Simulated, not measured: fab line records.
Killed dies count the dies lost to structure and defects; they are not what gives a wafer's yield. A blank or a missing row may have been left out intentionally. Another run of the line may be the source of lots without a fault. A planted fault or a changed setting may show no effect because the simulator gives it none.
Code-filled problem report in 8D (eight disciplines) form    flow nand-harc    the parts of the form that need people (team, actions taken, sign-off) are left out

## 1. WHAT WENT WRONG
Wafers without a fault read 0.9, standard deviation 1.3; killed-at-other at NHARC_END_SORT_01 reads a mean of 73.2 on 6 wafers belonging to 2 lots. Relative to the usual mean, that is a shift of +56 standard deviations.
Earliest sighting: wafer L408.1 on prober-01 at day 31 17:27. Wafers with a number at this step in the record: 9, from 3 lots. Rule for "out", or "out of limits": more than 4 standard deviations from the usual mean. All remaining wafers that have a number are taken as sound.

## 2. WHAT THIS IS AND IS NOT
question                     is                               is not
which readings at this step  killed-at-other, sort_bin_3_pct  killed-at-array, killed-at-periphery, killed-open, killed-short
which lots                   L408, L410                       L397
which wafers of those lots   all that have a number           -
read on which gauges         prober-01                        -
when                         from day 31 17:27                up to then (3 sound wafers)

## 3. WHAT RULES OUT EACH SUSPECT
Counting: a tool stays on the suspect list if, at a process step up to the reading, it processed all lots that are out and no sound lot following the first of them.
- the gauge at NHARC_END_SORT_01: kept. All the wafers that are out were read on prober-01, and no step on other tools shows them out.
- pvd-sputter-02 at NHARC_THIN_TSV_PVD_19 (deposits TaN, target thk 20 nm): kept. It ran every lot that is out, first L408 (day 31 06:47), and no sound lot after that. NHARC_THIN_TSV_PVD_19: start missing for some lots; hours and lot order therefore follow NHARC_THIN_TSV_PVD_51.
- pvd-sputter-02 at NHARC_THIN_TSV_PVD_51 (deposits Cu, target thk 100 nm): kept. It ran every lot that is out, first L408 (day 31 06:47), and no sound lot after that.
- cmp-02 at NHARC_THIN_TSV_CMP_21 (polishes, t overpolish 30 s, target thk 2000 nm): kept. Every lot that is out went through it, starting with L408 (day 31 08:01), and after that it ran no sound lot; the last sound lot it ran before then is L397 (day 25 06:08).
Left after counting: pvd-sputter-02 at NHARC_THIN_TSV_PVD_19, pvd-sputter-02 at NHARC_THIN_TSV_PVD_51, cmp-02 at NHARC_THIN_TSV_CMP_21, prober-01 at NHARC_END_SORT_01.

## 4. THE CAUSE (what the simulator had put in)
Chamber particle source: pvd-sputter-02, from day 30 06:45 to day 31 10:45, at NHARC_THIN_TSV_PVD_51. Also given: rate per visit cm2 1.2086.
After counting, 4 suspects remain, this tool included.

## 5. SEQUENCE OF EFFECTS, ordered by route
One row per reading whose mean, taken over the struck wafers that have a number, lies over 3 standard deviations from the usual. Scope: only readings with a usual standard deviation given in the record; hours: median across lots of the time from each lot's start at the first step in this table that gives one to its start at this step; sigmas: change in usual standard deviations.
hours  step               reading               usual   on struck wafers  change  sigmas
0      NHARC_END_SORT_01  defect-limited-yield  91.4 %  81.5              -9.9    -3.8
0      NHARC_END_SORT_01  killed-at-other       0.9     73.2              +72.3   +56
0      NHARC_END_SORT_01  killed-dies           58      125               +67     +3.7
0      NHARC_END_SORT_01  sort_bin_2_pct        3.1 %   7.5               +4.3    +3.6
0      NHARC_END_SORT_01  sort_bin_3_pct        0.7 %   4.2               +3.5    +9.3
0      NHARC_END_SORT_01  sort-n-pass           619     552               -67     -3.7
0      NHARC_END_SORT_01  sort-yield-pct        91.4 %  81.5              -9.9    -3.8

## 6. HOW IT WOULD HAVE BEEN CAUGHT EARLIER
Counted from the fault's start at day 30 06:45, it took 35 hours until the first out-of-limits reading at a measuring or inspecting step in this record, taken at day 31 17:27.
No tool reading at NHARC_THIN_TSV_PVD_51 that has a usual standard deviation in the record was out on any struck wafer, so an alarm limit of 4 standard deviations on those readings would not have fired.
All the lots that are out (2) had begun NHARC_THIN_TSV_PVD_51 on pvd-sputter-02 by day 31 17:27. Holding the tool at that point would not have protected any of them.
